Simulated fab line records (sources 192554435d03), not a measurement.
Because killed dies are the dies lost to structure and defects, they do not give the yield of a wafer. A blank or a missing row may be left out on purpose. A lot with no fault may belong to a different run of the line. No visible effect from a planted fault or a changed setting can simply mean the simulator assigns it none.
Chamber matching    flow n5 finfet    rie diel-02 running N5_BEOL_M0_SAQP_SPACER2_ETCHBACK_27: 4 sister chambers
The step etches SiO2 in CHF3/O2, target depth 22.5 nm, time 11.25 s. 14 wafers are shown with their chamber, then 7 later ones without.

== EACH WAFER AND ITS CHAMBER ==
wafer   chamber  rf vpp V (V)  showerhead plenum p Torr (Torr)  drypump motor current A (A)
L074.1  0        520           2.45                             5.6
L074.4  2        549           2.52                             5.7
L074.6  2        547           2.51                             5.7
L082.3  1        527           2.46                             6.1
L082.4  3        518           2.59                             5.7
L082.6  3        519           2.59                             5.7
L083.2  2        548           2.51                             5.7
L083.5  0        519           2.45                             5.6
L083.6  3        518           2.59                             5.7
L085.2  1        526           2.46                             6.0
L085.4  3        518           2.58                             5.7
L085.6  0        519           2.45                             5.6
L087.1  3        518           2.58                             5.7
L087.2  0        519           2.44                             5.6

SIGNATURES (means of the wafers above)
reading                   chamber 0  chamber 1  chamber 2  chamber 3  scatter within a chamber
rf vpp V                  519.25     526.50     548.00     518.20     0.636
showerhead plenum p Torr  2.4475     2.4600     2.5133     2.5860     0.00512
drypump motor current A   5.600      6.050      5.700      5.700      0.0224
Rule: for each reading, subtract the chamber's mean from the wafer's reading, divide by that reading's scatter and square the result; add these up over the readings and take the root, which gives the wafer's distance from the chamber. If the next closest chamber is less than 2 further off than the closest, the wafer can't be placed; otherwise it belongs to the closest. The scatter: take each reading less its chamber's mean, square it, sum over the shown wafers, divide by the number of wafers less the number of chambers, and take the root.

== WAFERS WITHOUT THEIR CHAMBER ==
wafer   rf vpp V (V)  showerhead plenum p Torr (Torr)  drypump motor current A (A)
L087.5  526           2.46                             6.0
L092.2  526           2.45                             6.0
L092.4  519           2.44                             5.5
L092.5  547           2.50                             5.7
L095.1  546           2.50                             5.7
L095.3  525           2.45                             6.1
L095.6  526           2.45                             6.1

== WHICH CHAMBER EACH WENT THROUGH ==
wafer   from the rows above  in truth
L087.5  1                    1
L092.2  1                    1
L092.4  0                    0
L092.5  2                    2
L095.1  2                    2
L095.3  1                    1
L095.6  1                    1
Correct placement for 7 of the 7. Number that these rows cannot place: 0. Number placed wrongly: 0.
